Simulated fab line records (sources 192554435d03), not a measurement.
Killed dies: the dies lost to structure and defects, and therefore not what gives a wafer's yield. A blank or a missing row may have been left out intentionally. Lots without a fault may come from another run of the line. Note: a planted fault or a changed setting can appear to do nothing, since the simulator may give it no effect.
fab line records	flow n5Finfet
record lots=7	wafers=20	lastDay=17
route steps=1938 shown BEOL_M6@1199 PASSIVATION@1936
lots that met no fault: taken from a fault-free run of the same line
startH: hours from the record's opening day to when the first of the lot's shown wafers began	waitH: time in hours since the lot's previous step	" identical to the entry in the row above	L1.1+2: a single row standing in for several wafers	- either no value or no given start	* or withheld: withheld	< > ~ a bound
route shown NAME@n: a module of which the file shows steps, and the number in the route of the first	usual: average and standard deviation across the fault-free wafers	same: alike in all rows	chamber/n: place in a boat	sites: the reading at each site	_std_site: standard deviation across them	_edge_site: mean of outer sites minus mean of inner sites	radiusMm: how far each site lies from the wafer's centre	mask NAME#n: copy n	behind: the most recent tool/chamber to have shaped the wafer	hold: reason for holding the lot/hours on hold/outcome of the hold	device: transistor that didn't switch, given as n, p or np	end of line: the tests these same wafers got at the end of their route	a step without rows: its recipe alone	killed: count of dies lost to structure and defects at first sort (not the wafer's yield)	map: shows each die of a wafer: x if killed, . if not, _ if none is there
set.NAME: the setting the step ran with; set.NAME@STEP: the setting that earlier step ran with	model.NAME: the simulator's own value behind a step, which no gauge read
a table for each step, a row for each wafer; lots at some steps of the route
services: the hour from which a tool's chamber was out of use, counted from the record's first day as startH (under 0 if before that day), plus the number of hours and why
## steps
# step N5_BEOL_M6_COAT_59
# recipe resist=SOC	tempC=250	timeS=60	spinRpm=1500	resistThkNm=100
# step N5_BEOL_M6_COAT_60
# recipe resist=SiARC	tempC=220	timeS=60	spinRpm=1500	resistThkNm=35
# step N5_BEOL_M6_COAT_05
# recipe resist=CAR-ArF	spinRpm=1500	resistThkNm=90
# step N5_BEOL_M6_EBR_07
# recipe solvent=PGMEA	ebrWidthMm=1.5
# step N5_BEOL_M6_SOFTBAKE_06
# recipe tempC=110	timeS=60	resist=CAR-ArF
# step N5_BEOL_M6_EXPOSE_08
# recipe maskId=M6	na=1.35	sourceShape=dipole	sigmaInner=0.817	sigmaOuter=0.97	polarization=te	doseMj=68.25
# step N5_BEOL_M6_PEB_09
# recipe pebTempC=withheld	pebTimeS=60	resist=CAR-ArF
# step N5_BEOL_M6_DEVELOP_10
# recipe developTimeS=30	developer=TMAH	resist=CAR-ArF	rinseLiquid=diw	dry=airSpin	devTempC=23
# step N5_BEOL_M6_CD_MEAS_11
# recipe targetCdNm=38.5	landingEnergyEv=500	detector=seInlens	polarity=opening
# usual cdNm=38.0/0.51
lot.wafer	tool	chamber	startH	waitH	cdNm
L913.1	cdSem-03	0	193.71	-	37.4
L913.4	"	0	"	"	37.6
L913.6	"	0	"	"	37.7
L919.2	cdSem-01	0	221.39	-	38.1
L919.4	"	0	"	"	37.9
L919.6	"	0	"	"	38.1
L921.4	cdSem-01	0	239.41	-	38.6
L921.5	"	0	"	"	38.0
L921.6	"	0	"	"	38.9
L922.2	cdSem-01	0	245.27	-	37.7
L922.6	"	0	"	"	38.1
L927.2	cdSem-02	0	268.22	-	37.8
L927.4	"	0	"	"	38.1
L927.6	"	0	"	"	37.9
L929.3	cdSem-01	0	274.05	-	38.0
L929.4	"	0	"	"	38.1
L929.6	"	0	"	"	38.2
L936.1	cdSem-01	0	315.07	-	37.4
L936.3	"	0	"	"	38.2
L936.4	"	0	"	"	37.5
# step N5_BEOL_M6_OVL_MEAS_12
# recipe pointsPerWafer=44
# usual M6_OVL=0.2/0.62
lot.wafer	tool	chamber	startH	waitH	M6_OVL[nm]
L913.1	overlay-01	0	193.74	0.0	-0.4
L913.4	"	0	"	"	0.6
L913.6	"	0	"	"	0.7
L919.2	overlay-02	0	221.42	0.0	0.1
L919.4	"	0	"	"	0.2
L919.6	"	0	"	"	0.3
L921.4	overlay-02	0	239.43	0.0	0.4
L921.5	"	0	"	"	0.1
L921.6	"	0	"	"	-0.6
L922.2	overlay-02	0	245.30	0.0	0.9
L922.6	"	0	"	"	0.5
L927.2	overlay-01	0	268.25	0.0	0.5
L927.4	"	0	"	"	0.9
L927.6	"	0	"	"	-0.6
L929.3	overlay-01	0	274.08	0.0	-0.2
L929.4	"	0	"	"	0.0
L929.6	"	0	"	"	0.1
L936.1	overlay-01	0	315.10	0.0	0.0
L936.3	"	0	"	"	0.9
L936.4	"	0	"	"	0.0
# step N5_BEOL_M6_INSPECT_13
# recipe mode=adi	inspectInstrument=brightfield
# usual rawDefectCount=442/100
lot.wafer	tool	chamber	startH	waitH	rawDefectCount
L913.1	defectInspect-01	-	193.77	0.0	436
L913.4	"	-	"	"	358
L913.6	"	-	"	"	411
L919.2	defectInspect-01	-	221.44	0.0	488
L919.4	"	-	"	"	611
L919.6	"	-	"	"	556
L921.4	defectInspect-01	-	239.46	0.0	377
L921.5	"	-	"	"	348
L921.6	"	-	"	"	561
L922.2	defectInspect-01	-	245.32	0.0	506
L922.6	"	-	"	"	490
L927.2	defectInspect-02	-	268.27	0.0	378
L927.4	"	-	"	"	366
L927.6	"	-	"	"	425
L929.3	defectInspect-02	-	274.11	0.0	402
L929.4	"	-	"	"	262
L929.6	"	-	"	"	296
L936.1	defectInspect-01	-	315.12	0.0	543
L936.3	"	-	"	"	535
L936.4	"	-	"	"	679
# step N5_BEOL_M6_DESCUM_16
# recipe chemistry=O2	timeS=7.9	sourcePowerW=50	biasPowerW=20	pressureMtorr=20	rfFrequencyHz=2.712e+07	tempC=40	resist=CAR-ArF	o2FlowSccm=225
# usual drypumpMotorCurrentA=5.7/0.59	o2FlowSccm=225.0/0.7	oesProductAu=0.82/0.097	rfVppV=243.4/1.5	showerheadPlenumPTorr=2.10/0.078	throttleValvePct=20.44/0.22
lot.wafer	tool	chamber	startH	waitH	drypumpMotorCurrentA	o2FlowSccm	oesProductAu	rfHoursCounterH	rfVppV	showerheadPlenumPTorr	throttleValvePct
L913.1	rieDiel-04	3	194.54	0.8	6.2	224.9	0.76	131	241.8	2.01	20.68
L913.4	"	2	"	"	5.7	225.3	0.96	5	240.8	2.04	20.21
L913.6	"	2	"	"	5.6	225.4	0.96	-	242.1	2.04	20.22
L919.2	rieDiel-04	3	221.94	0.5	6.2	223.9	0.76	140	241.7	2.00	20.67
L919.4	"	3	"	"	6.2	224.6	0.76	-	241.0	2.00	20.67
L919.6	"	0	"	"	6.7	225.4	0.73	-	244.4	2.14	20.30
L921.4	rieDiel-04	0	239.51	0.0	6.7	226.6	0.73	-	244.5	2.14	20.29
L921.5	"	3	"	"	6.2	225.1	0.77	-	241.6	2.00	20.69
L921.6	"	2	"	"	5.7	225.0	0.94	-	242.6	2.03	20.23
L922.2	rieDiel-04	1	245.45	0.1	5.8	225.2	0.97	2	242.8	2.16	20.79
L922.6	"	1	"	"	5.9	226.0	0.98	-	243.2	2.16	20.76
L927.2	rieDiel-05	2	268.31	0.0	5.3	224.4	0.82	84	242.7	2.12	20.16
L927.4	"	0	"	"	4.8	225.6	0.92	-	245.1	2.25	20.53
L927.6	"	1	"	"	5.3	225.5	0.88	-	245.3	2.21	20.41
L929.3	rieDiel-06	0	274.25	0.1	6.2	225.1	0.95	14	243.2	2.04	20.38
L929.4	"	1	"	"	4.8	225.4	0.68	242	243.8	2.03	20.45
L929.6	"	0	"	"	6.3	225.5	0.93	-	241.5	2.04	20.39
L936.1	rieDiel-04	3	316.51	1.4	6.2	224.7	0.74	175	239.4	1.99	20.72
L936.3	"	1	"	"	5.9	224.6	0.90	30	245.0	2.15	20.81
L936.4	"	2	"	"	5.7	225.9	0.88	54	242.1	2.02	20.28
# step N5_BEOL_M6_ETCH_61
# recipe chemistry=CF4	target=SiARC	targetDepthA=455	maskMaterial=CAR-ArF	timeS=75.8	ionEnergyEv=80	pressureMtorr=40	sourceW=545	biasW=36	Ar_flow_sccm=100	cf4FlowSccm=100	ends=cleared
# usual drypumpMotorCurrentA=5.7/0.59	etchRfOnTimeS=75.1/2.3	oesProductAu=0.70/0.084	rfVppV=184.2/1.2	showerheadPlenumPTorr=2.16/0.071	throttleValvePct=15.64/0.23
lot.wafer	tool	chamber	startH	waitH	drypumpMotorCurrentA	etchRfOnTimeS	oesProductAu	rfHoursCounterH	rfVppV	showerheadPlenumPTorr	throttleValvePct
L913.1	rieDiel-04	3	194.58	0.0	6.3	78.2	0.64	131	183.3	2.07	15.88
L913.4	"	2	"	"	5.7	77.8	0.81	5	183.0	2.09	15.37
L913.6	"	2	"	"	5.6	78.4	0.82	-	183.1	2.09	15.38
L919.2	rieDiel-04	3	221.98	0.0	6.2	76.8	0.64	140	183.3	2.07	15.90
L919.4	"	3	"	"	6.2	77.3	0.64	-	182.2	2.07	15.90
L919.6	"	0	"	"	6.7	46.8	0.84	-	184.2	2.21	15.74
L921.4	rieDiel-04	0	239.55	0.0	6.7	74.9	0.62	-	183.3	2.21	15.75
L921.5	"	3	"	"	6.2	48.8	0.84	-	183.1	2.07	15.93
L921.6	"	2	"	"	5.6	49.0	1.02	-	183.6	2.08	15.42
L922.2	rieDiel-04	1	245.48	0.0	5.9	71.2	0.85	2	185.1	2.19	15.71
L922.6	"	1	"	"	5.9	45.0	1.14	-	183.7	2.19	15.75
L927.2	rieDiel-05	2	268.34	0.0	5.3	74.8	0.71	84	184.6	2.15	15.24
L927.4	"	0	"	"	4.8	70.6	0.82	-	184.6	2.27	15.48
L927.6	"	1	"	"	5.3	73.2	0.76	-	185.3	2.25	15.60
L929.3	rieDiel-06	0	274.29	0.0	6.2	73.7	0.80	14	184.3	2.10	15.59
L929.4	"	1	"	"	4.8	75.6	0.59	242	185.7	2.10	15.86
L929.6	"	0	"	"	6.2	74.2	0.80	-	182.0	2.10	15.59
L936.1	rieDiel-04	3	316.55	0.0	6.2	78.5	0.61	175	182.8	2.06	15.98
L936.3	"	1	"	"	5.9	71.6	0.79	30	184.0	2.18	15.78
L936.4	"	2	"	"	5.6	76.5	0.73	54	183.7	2.07	15.48
# step N5_BEOL_M6_ETCH_62
# recipe chemistry=N2/H2	target=SOC	targetDepthA=1100	overetchA=220	maskMaterial=SiARC	tempC=40	timeS=165	ionEnergyEv=200	pressureMtorr=30	sourceW=840	biasW=150	n2FlowSccm=200	h2FlowSccm=200
# usual drypumpMotorCurrentA=5.8/0.59	oesProductAu=0.70/0.078	rfVppV=524.4/2.4	showerheadPlenumPTorr=2.56/0.09	throttleValvePct=17.86/0.21
lot.wafer	tool	chamber	startH	waitH	drypumpMotorCurrentA	oesProductAu	rfHoursCounterH	rfVppV	showerheadPlenumPTorr	throttleValvePct
L913.1	rieDiel-04	3	194.63	0.0	6.2	0.65	131	521.8	2.44	18.18
L913.4	"	2	"	"	5.7	0.83	5	522.7	2.49	17.61
L913.6	"	2	"	"	5.7	0.82	-	521.8	2.49	17.63
L919.2	rieDiel-04	3	222.03	0.0	6.2	0.64	140	522.1	2.44	18.21
L919.4	"	3	"	"	6.2	0.64	-	521.2	2.44	18.18
L919.6	"	0	"	"	6.7	0.62	-	526.2	2.63	17.90
L921.4	rieDiel-04	0	239.65	0.1	6.7	0.61	-	525.7	2.63	17.89
L921.5	"	3	"	"	6.2	0.64	-	520.2	2.44	18.19
L921.6	"	2	"	"	5.6	0.78	-	524.4	2.48	17.66
L922.2	rieDiel-04	1	245.54	0.0	5.9	0.82	2	525.5	2.59	17.90
L922.6	"	1	"	"	5.9	0.83	-	524.9	2.59	17.89
L927.2	rieDiel-05	2	268.40	0.0	5.3	0.69	84	524.7	2.56	17.46
L927.4	"	0	"	"	4.8	0.78	-	527.4	2.71	17.76
L927.6	"	1	"	"	5.3	0.75	-	528.1	2.71	17.96
L929.3	rieDiel-06	0	274.34	0.0	6.2	0.78	14	523.0	2.50	17.85
L929.4	"	1	"	"	4.8	0.58	242	522.5	2.49	17.95
L929.6	"	0	"	"	6.2	0.78	-	524.9	2.50	17.84
L936.1	rieDiel-04	3	316.60	0.0	6.2	0.62	176	521.3	2.42	18.27
L936.3	"	1	"	"	5.8	0.76	30	526.3	2.58	17.93
L936.4	"	2	"	"	5.7	0.73	54	522.1	2.47	17.71
# step N5_PASSIVATION_PROBE_49
# usual defectLimitedYield=91.4/1.5	killed_at_M0_to_M3=36/11	killed_at_M4_up=14/6	killedAtContacts=11/6	killedAtFrontEnd=37/11	killedAtOther=4/3.4	killedDies=102/18	killedOpen=66/13	killedShort=34/7.8	sort_bin_4_leakage=0.00/0.017	sort_bin_5_function=5.0/0.97	sort_bin_6_memory=3.2/0.7	sort_bin_8_speed=0.0/0.38	sortNPass=1078/19	sortYieldPct=91.3/1.6
# same grossDies=1180	killedAtBackSide=0
lot.wafer	tool	chamber	startH	waitH	defectLimitedYield[%]	killed_at_M0_to_M3	killed_at_M4_up	killedAtContacts	killedAtFrontEnd	killedAtOther	killedDies	killedOpen	killedShort	sort_bin_4_leakage[%]	sort_bin_5_function[%]	sort_bin_6_memory[%]	sort_bin_8_speed[%]	sortNPass	sortYieldPct[%]
L913.1	prober-02	-	281.69	0.0	92.0	18	22	12	35	7	94	62	28	0	4.7	3.0	0	1086	92.0
L913.4	prober-02	-	281.84	0.2	92.3	38	18	5	28	2	91	59	30	0	4.5	2.7	0	1089	92.3
L913.6	prober-02	-	281.94	0.3	88.4	50	27	12	43	5	137	85	48	0	6.3	4.7	0	1043	88.4
L919.2	prober-02	-	313.25	0.1	88.8	25	16	34	56	1	132	82	49	0	6.4	4.4	0	1048	88.8
L919.4	prober-02	-	313.35	0.2	88.3	41	17	15	63	2	138	90	47	0	6.1	5.1	0	1042	88.3
L919.6	prober-02	-	313.45	0.3	87.6	44	26	17	55	4	146	98	47	0	8.1	3.7	0	1034	87.6
L921.4	prober-01	-	323.87	0.2	92.0	44	7	5	33	5	94	56	38	0	4.6	3.1	0	1086	92.0
L921.5	prober-01	-	323.92	0.2	90.3	54	8	5	47	1	115	77	34	0	6.0	3.5	0	1065	90.3
L921.6	prober-01	-	323.97	0.3	92.3	38	8	7	37	1	91	65	25	0	5.3	2.3	0	1089	92.3
L922.2	prober-02	-	332.48	0.1	93.2	39	6	9	25	1	80	51	28	0	3.5	3.1	0	1100	93.2
L922.6	prober-02	-	332.68	0.3	90.4	41	14	14	41	3	113	74	36	0	5.1	4.0	0.1	1067	90.4
L929.3	prober-02	-	359.01	0.7	91.9	30	7	14	36	9	96	63	33	0	4.2	3.6	0	1084	91.9
L929.4	prober-02	-	359.06	0.8	88.6	42	9	19	53	12	135	82	53	0	6.0	5.1	0	1045	88.6
L929.6	prober-02	-	359.16	0.9	90.7	37	15	15	34	9	110	78	32	0	5.8	3.1	0	1070	90.7
L927.2	prober-02	-	359.26	0.5	92.9	34	12	10	27	1	84	47	36	0	3.8	2.7	0	1096	92.9
L927.4	prober-02	-	359.36	0.6	92.1	38	21	11	23	0	93	64	28	0	4.2	3.6	0	1087	92.1
L927.6	prober-02	-	359.46	0.7	89.7	46	22	12	40	2	122	81	38	0	5.7	4.1	0	1058	89.7
L936.1	prober-01	-	401.06	0.0	93.2	34	7	6	33	0	80	51	29	0.08	3.9	2.7	0	1099	93.1
L936.3	prober-01	-	401.16	0.1	88.4	54	16	5	60	2	137	79	53	0	6.1	4.6	0	1043	88.4
L936.4	prober-01	-	401.21	0.2	92.8	29	4	4	38	10	85	45	34	0	3.9	2.9	0	1095	92.8
# killed by level:class
L913.1 BEOL_M4:geometricParticle:open=13 MOL_CONTACT_COAG:geometricParticle:open=11 FIN_SAQP:geometricParticle:short=8 STI_FIN_REVEAL:geometricParticle:open=5 BEOL_M3:geometricParticle:open=5 FIN_SAQP:geometricParticle:open=4 BEOL_M0_SAQP:geometricParticle:open=4 BEOL_M1:geometricParticle:open=3
L913.4 BEOL_M3:geometricParticle:open=12 FIN_SAQP:geometricParticle:short=7 BEOL_M4:geometricParticle:open=7 FIN_SAQP:geometricParticle:open=5 BEOL_M0_SAQP:geometricParticle:open=5 BEOL_M0_SAQP:geometricParticle:short=5 DUMMY_GATE:geometricParticle:open=4 BEOL_M0:geometricParticle:open=4
L913.6 BEOL_M0_SAQP:geometricParticle:open=17 BEOL_M4:geometricParticle:open=17 BEOL_M0_SAQP:geometricParticle:short=13 FIN_SAQP:geometricParticle:open=12 FIN_SAQP:geometricParticle:short=9 MOL_CONTACT_COAG:geometricParticle:open=9 STARTING-WAFER:geometricParticle:short=8 STI_FIN_REVEAL:geometricParticle:open=7
L919.2 MOL_CONTACT_COAG:geometricParticle:open=27 FIN_SAQP:geometricParticle:open=15 FIN_SAQP:geometricParticle:short=15 STI_FIN_REVEAL:geometricParticle:open=7 MOL_CONTACT_COAG:geometricParticle:short=7 BEOL_M0_SAQP:geometricParticle:open=7 BEOL_M2:geometricParticle:open=7 BEOL_M0_SAQP:geometricParticle:short=5
L919.4 FIN_SAQP:geometricParticle:open=29 FIN_SAQP:geometricParticle:short=17 BEOL_M0_SAQP:geometricParticle:short=11 MOL_CONTACT_COAG:geometricParticle:open=11 BEOL_M0_SAQP:geometricParticle:open=10 BEOL_M4:geometricParticle:open=9 BEOL_M3:geometricParticle:short=6 BEOL_M3:geometricParticle:open=5
L919.6 FIN_SAQP:geometricParticle:open=26 BEOL_M0_SAQP:geometricParticle:open=15 FIN_SAQP:geometricParticle:short=14 BEOL_M4:geometricParticle:open=13 MOL_CONTACT_COAG:geometricParticle:open=12 BEOL_M0_SAQP:geometricParticle:short=12 BEOL_M3:geometricParticle:short=6 MOL_CONTACT_COAG:geometricParticle:short=5
L921.4 FIN_SAQP:geometricParticle:open=11 BEOL_M0_SAQP:geometricParticle:short=10 BEOL_M2:geometricParticle:open=9 FIN_SAQP:geometricParticle:short=8 BEOL_M3:geometricParticle:open=6 GATE_CUT:geometricParticle:short=4 MOL_CONTACT_COAG:geometricParticle:open=4 BEOL_M0_SAQP:geometricParticle:open=4
L921.5 BEOL_M2:geometricParticle:open=18 BEOL_M3:geometricParticle:open=14 FIN_SAQP:geometricParticle:short=10 DUMMY_GATE:geometricParticle:open=10 FIN_SAQP:geometricParticle:open=9 BEOL_M1:geometricParticle:open=7 STI_FIN_REVEAL:geometricParticle:open=5 MOL_CONTACT_COAG:geometricParticle:open=4
L921.6 BEOL_M0_SAQP:geometricParticle:open=11 FIN_SAQP:geometricParticle:short=9 FIN_SAQP:geometricParticle:open=7 MOL_CONTACT_COAG:geometricParticle:open=7 BEOL_M2:geometricParticle:open=6 BEOL_M4:geometricParticle:open=6 GATE_CUT:geometricParticle:short=5 BEOL_M1:geometricParticle:open=5
L922.2 BEOL_M3:geometricParticle:open=13 BEOL_M0_SAQP:geometricParticle:short=9 MOL_CONTACT_COAG:geometricParticle:open=8 BEOL_M0_SAQP:geometricParticle:open=7 GATE_CUT:geometricParticle:short=5 GATE_CUT:geometricParticle:open=3 BEOL_M0:geometricParticle:open=3 BEOL_M4:geometricParticle:open=3
L922.6 MOL_CONTACT_COAG:geometricParticle:open=14 FIN_SAQP:geometricParticle:short=12 FIN_SAQP:geometricParticle:open=10 BEOL_M3:geometricParticle:open=10 BEOL_M0_SAQP:geometricParticle:short=9 BEOL_M0_SAQP:geometricParticle:open=7 BEOL_M1:geometricParticle:open=6 BEOL_M4:geometricParticle:open=6
L929.3 STI_FIN_REVEAL:geometricParticle:open=13 FIN_SAQP:geometricParticle:open=10 MOL_CONTACT_COAG:geometricParticle:open=10 BEOL_M0_SAQP:geometricParticle:open=7 BEOL_M0_SAQP:geometricParticle:short=6 BEOL_M2:geometricParticle:open=5 MOL_CONTACT_COAG:geometricParticle:short=4 BEOL_M4:geometricParticle:open=4
L929.4 FIN_SAQP:geometricParticle:short=17 FIN_SAQP:geometricParticle:open=14 MOL_CONTACT_COAG:geometricParticle:open=14 BEOL_M0_SAQP:geometricParticle:open=14 BEOL_M0_SAQP:geometricParticle:short=10 BEOL_M2:geometricParticle:open=7 PASS1_CAP:geometricParticle:open=6 STI_FIN_REVEAL:geometricParticle:open=5
L929.6 MOL_CONTACT_COAG:geometricParticle:open=14 BEOL_M0_SAQP:geometricParticle:open=10 STI_FIN_REVEAL:geometricParticle:open=8 BEOL_M0_SAQP:geometricParticle:short=8 BEOL_M1:geometricParticle:open=7 FIN_SAQP:geometricParticle:open=6 BEOL_M4:geometricParticle:open=6 FIN_SAQP:geometricParticle:short=5
L927.2 BEOL_M0_SAQP:geometricParticle:open=9 BEOL_M2:geometricParticle:open=9 GATE_CUT:geometricParticle:short=8 BEOL_M0_SAQP:geometricParticle:short=7 MOL_CONTACT_COAG:geometricParticle:open=6 GATE_CUT:geometricParticle:open=5 FIN_SAQP:geometricParticle:short=4 MOL_CONTACT_COAG:geometricParticle:short=3
L927.4 BEOL_M0_SAQP:geometricParticle:open=11 BEOL_M0_SAQP:geometricParticle:short=10 MOL_CONTACT_COAG:geometricParticle:open=9 BEOL_M2:geometricParticle:open=7 BEOL_M4:geometricParticle:open=7 FIN_SAQP:geometricParticle:short=4 DUMMY_GATE:geometricParticle:open=4 BEOL_M5:geometricParticle:open=4
L927.6 BEOL_M0_SAQP:geometricParticle:open=13 FIN_SAQP:geometricParticle:short=11 BEOL_M3:geometricParticle:open=10 MOL_CONTACT_COAG:geometricParticle:open=8 BEOL_M0_SAQP:geometricParticle:short=8 BEOL_M2:geometricParticle:open=7 BEOL_M5:geometricParticle:open=7 BEOL_M4:geometricParticle:open=6
L936.1 BEOL_M2:geometricParticle:open=13 FIN_SAQP:geometricParticle:short=12 FIN_SAQP:geometricParticle:open=6 BEOL_M0_SAQP:geometricParticle:short=6 BEOL_M0_SAQP:geometricParticle:open=6 BEOL_M3:geometricParticle:open=6 DUMMY_GATE:geometricParticle:open=3 STI_FIN_REVEAL:geometricParticle:open=3
L936.3 BEOL_M0_SAQP:geometricParticle:short=20 BEOL_M0_SAQP:geometricParticle:open=14 STI_FIN_REVEAL:geometricParticle:open=12 DUMMY_GATE:geometricParticle:open=11 FIN_SAQP:geometricParticle:short=7 BEOL_M2:geometricParticle:open=6 BEOL_M3:geometricParticle:open=5 STARTING-WAFER:geometricParticle:short=5
L936.4 STI_FIN_REVEAL:geometricParticle:open=10 BEOL_M0_SAQP:geometricParticle:open=10 BEOL_M0_SAQP:geometricParticle:short=9 FIN_SAQP:geometricParticle:short=5 FIN_SAQP:geometricParticle:open=4 ILD0:geometricParticle:short=4 BEOL_M2:geometricParticle:open=4 MIM_TOP_ETCH:geometricParticle:short=4
## services
tool	chamber	startH	hours	kind
rieDiel-06	0	197.25	-	clean
rieDiel-06	0	197.25	-	consumableReplace:focusRing
rieDiel-06	0	197.25	35.3	scheduledDown
rieDiel-06	0	197.25	35.3	ventCycle
rieDiel-05	0	200.40	-	clean
rieDiel-05	0	200.40	-	consumableReplace:focusRing
rieDiel-05	0	200.40	-	consumableReplace:showerhead
rieDiel-05	0	200.40	14.8	scheduledDown
rieDiel-05	0	200.40	14.8	ventCycle
rieDiel-04	1	214.39	-	clean
rieDiel-04	1	214.39	-	consumableReplace:focusRing
rieDiel-04	1	214.39	16.8	scheduledDown
rieDiel-04	1	214.39	16.8	ventCycle
rieDiel-04	1	235.62	8.8	repair
rieDiel-05	3	239.05	115.1	repair
rieDiel-06	1	300.87	-	clean
rieDiel-06	1	300.87	-	consumableReplace:focusRing
rieDiel-06	1	300.87	19.6	scheduledDown
rieDiel-06	1	300.87	19.6	ventCycle
## key
firstSign step=N5_BEOL_M6_ETCH_61	reading=etchRfOnTimeS	direction=down	sigmas=12	usual=*	struck=*
effect step=N5_BEOL_M6_ETCH_61	reading=oesProductAu	direction=up	sigmas=3.1	usual=0.70	struck=0.96
metAt N5_BEOL_M6_ETCH_61
struckWafers L919.6,L921.5,L921.6,L922.6
onsetBetween 194.58 221.98
fault kind=processParameterDrift	tool=rieDiel-04	chamber=-	onsetH=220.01	steps=N5_BEOL_M6_ETCH_61	channel=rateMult	offset=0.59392	shape=step	endH=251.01	scope=struckWafersOnly
